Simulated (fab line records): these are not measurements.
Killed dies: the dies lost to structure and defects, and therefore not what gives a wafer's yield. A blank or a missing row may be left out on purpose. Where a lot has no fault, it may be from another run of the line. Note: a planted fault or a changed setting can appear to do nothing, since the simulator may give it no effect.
Problem report, 8D (eight disciplines) form, completed by code | flow nand_harc | the parts of the form that need people (team, actions taken, sign-off) are left out

## 1. WHAT WENT WRONG
Mean of h2_flow_sccm at NHARC_A_CONTACT_ETCH_49: 120.2 sccm across 2 wafers in 2 lots; on wafers with no fault it is 149.9 sccm (standard deviation 0.45). Measured from the usual mean, that is -66 standard deviations.
The step: etches the open film in N2/H2, target depth 260 nm, time 475.3 s.
First observed at day 27 07:43: wafer L433.1, on rie_diel-12. At this step, 39 wafers from 13 lots have a number in the record. Rule for "out" (also "out of limits"): further than 4 standard deviations from the usual mean. The rest of the wafers with a number are treated as sound.

## 2. WHAT THIS IS AND IS NOT
question                    | is                               | is not
which readings at this step | h2_flow_sccm, throttle_valve_pct | drypump_motor_current_A, n2_flow_sccm, oes_product_au, rf_vpp_V, showerhead_plenum_p_Torr
which lots                  | L433, L436                       | L420, L421, L422, L423, L424, L426, L428, L431, L439, L441, L443
which wafers of those lots  | L433.1, L436.3                   | L433.3, L433.4, L436.4, L436.5
read on which tools         | rie_diel-12                      | rie_diel-03, rie_diel-06
when                        | from day 27 07:43                | up to then (26 sound wafers); but 11 sound wafers of L436, L439, L441, L443 came after

## 3. THE SUSPECTS, EACH WITH WHAT RULES IT OUT
Counting: any tool at a process step up to the reading remains a suspect provided it ran every lot that is out. Sound lots after the first of them don't rule it out here, since some wafers of a struck lot are sound.
- rie_diel-12 at NHARC_A_CONTACT_ETCH_49 (etches the open film in N2/H2, target depth 260 nm, time 475.3 s): kept. It ran every lot that is out, first L433 (day 27 07:43); its last sound lot up to then is L431 (day 26 01:25). On those wafers its own readings are out: h2_flow_sccm, throttle_valve_pct.
- At NHARC_A_CONTACT_ETCH_49, inside rie_diel-12: chamber 1 took the wafers that are out, while their sound lot-mates went through chambers 0, 3.
The count leaves rie_diel-12 at NHARC_A_CONTACT_ETCH_49.

## 4. THE CAUSE (what the simulator had put in)
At NHARC_A_CONTACT_ETCH_49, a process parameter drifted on rie_diel-12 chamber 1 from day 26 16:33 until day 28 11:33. From 150, the setting h2_flow_sccm moved by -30. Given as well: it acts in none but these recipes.
After counting, this tool was the only one left.

## 5. SEQUENCE OF EFFECTS, ordered by route
Each row: a reading where the mean over the struck wafers with a number is more than 3 standard deviations away from the usual. Readings are gone through only where the record gives a usual standard deviation; hours: the median, over the lots, of the time from a lot's start at the first step in this table giving one to that lot's start at this step; sigmas: the change measured in usual standard deviations.
hours | step                    | reading            | usual      | on struck wafers | change | sigmas
0     | NHARC_A_CONTACT_ETCH_49 | h2_flow_sccm       | 149.9 sccm | 120.2            | -29.8  | -66
0     | NHARC_A_CONTACT_ETCH_49 | throttle_valve_pct | 14.171 %   | 13.648           | -0.523 | -61
It contains these process steps:
- NHARC_A_CONTACT_ETCH_49: etches the open film in N2/H2, target depth 260 nm, time 475.3 s.

## 6. WHAT WOULD HAVE CAUGHT IT SOONER
15 hours passed between the start of the fault at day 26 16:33 and the first reading out of limits in this record, taken at day 27 07:43.
